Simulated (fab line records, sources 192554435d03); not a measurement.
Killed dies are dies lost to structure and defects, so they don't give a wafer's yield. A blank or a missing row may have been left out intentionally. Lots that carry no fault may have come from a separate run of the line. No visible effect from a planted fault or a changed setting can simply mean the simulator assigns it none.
Chamber matching | flow n5 finfet | N5_SDB_STRIP_21 on rie diel-05: 4 sister chambers
The step strips in CF4. 20 wafers are shown with their chamber, then 10 later ones without.

== EACH WAFER AND ITS CHAMBER ==
wafer  | chamber | showerhead plenum p Torr (Torr) | throttle valve pct (%) | oes product au (a.u.)
L079.1 | 3       | 1.82                            | 13.75                  | 0.69
L079.3 | 0       | 1.70                            | 13.78                  | 0.69
L079.6 | 2       | 1.83                            | 13.10                  | 0.91
L081.2 | 0       | 1.70                            | 13.81                  | 0.69
L081.3 | 2       | 1.83                            | 13.12                  | 0.90
L081.5 | 3       | 1.82                            | 13.77                  | 0.70
L085.3 | 3       | 1.82                            | 13.79                  | 0.69
L085.4 | 0       | 1.70                            | 13.81                  | 0.68
L085.6 | 1       | 1.69                            | 13.99                  | 0.67
L088.1 | 1       | 1.69                            | 14.01                  | 0.68
L088.3 | 2       | 1.82                            | 13.16                  | 0.87
L088.5 | 1       | 1.69                            | 14.01                  | 0.67
L089.4 | 3       | 1.82                            | 13.22                  | 0.97
L089.5 | 3       | 1.82                            | 13.23                  | 0.96
L089.6 | 0       | 1.70                            | 13.84                  | 0.68
L091.2 | 3       | 1.81                            | 13.23                  | 0.93
L091.3 | 0       | 1.69                            | 13.86                  | 0.68
L091.4 | 1       | 1.69                            | 14.03                  | 0.67
L092.2 | 0       | 1.69                            | 13.86                  | 0.67
L092.5 | 3       | 1.81                            | 13.25                  | 0.94

SIGNATURES (means of the wafers above)
reading                  | chamber 0 | chamber 1 | chamber 2 | chamber 3 | scatter within a chamber
showerhead plenum p Torr | 1.6967    | 1.6900    | 1.8267    | 1.8171    | 0.00463
throttle valve pct       | 13.8267   | 14.0100   | 13.1267   | 13.4629   | 0.178
oes product au           | 0.6817    | 0.6725    | 0.8933    | 0.8400    | 0.0849
Rule: for each reading, subtract the chamber's mean from the wafer's reading, divide by that reading's scatter and square the result; add these up over the readings and take the root, which gives the wafer's distance from the chamber. If the next closest chamber is less than 2 further off than the closest, the wafer can't be placed; otherwise it belongs to the closest. How the scatter is found: for the shown wafers, subtract from each reading the mean of its chamber, square and add these, divide the total by (wafers less chambers), then take the root.

== WAFERS MISSING THEIR CHAMBER ==
wafer  | showerhead plenum p Torr (Torr) | throttle valve pct (%) | oes product au (a.u.)
L092.6 | 1.82                            | 13.17                  | 0.85
L093.2 | 1.69                            | 13.86                  | 0.67
L093.4 | 1.82                            | 13.18                  | 0.86
L093.5 | 1.81                            | 13.24                  | 0.91
L094.1 | 1.69                            | 13.86                  | 0.67
L094.4 | 1.82                            | 13.18                  | 0.84
L094.6 | 1.81                            | 13.26                  | 0.91
L095.1 | 1.69                            | 13.86                  | 0.67
L095.3 | 1.90                            | 13.46                  | 0.97
L095.4 | 1.81                            | 13.25                  | 0.91

== WHICH CHAMBER EACH ONE RAN IN ==
wafer  | from the rows above     | in truth
L092.6 | can't be placed: 2 or 3 | 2
L093.2 | can't be placed: 1 or 0 | 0
L093.4 | can't be placed: 2 or 3 | 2
L093.5 | can't be placed: 3 or 2 | 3
L094.1 | can't be placed: 1 or 0 | 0
L094.4 | can't be placed: 2 or 3 | 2
L094.6 | can't be placed: 3 or 2 | 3
L095.1 | can't be placed: 1 or 0 | 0
L095.3 | can't be placed: 2 or 3 | 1
L095.4 | can't be placed: 3 or 2 | 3
0 of 10 placed correctly. From these rows, 10 cannot be placed; in 9 the true chamber is one of the candidates. 0 placed wrongly.
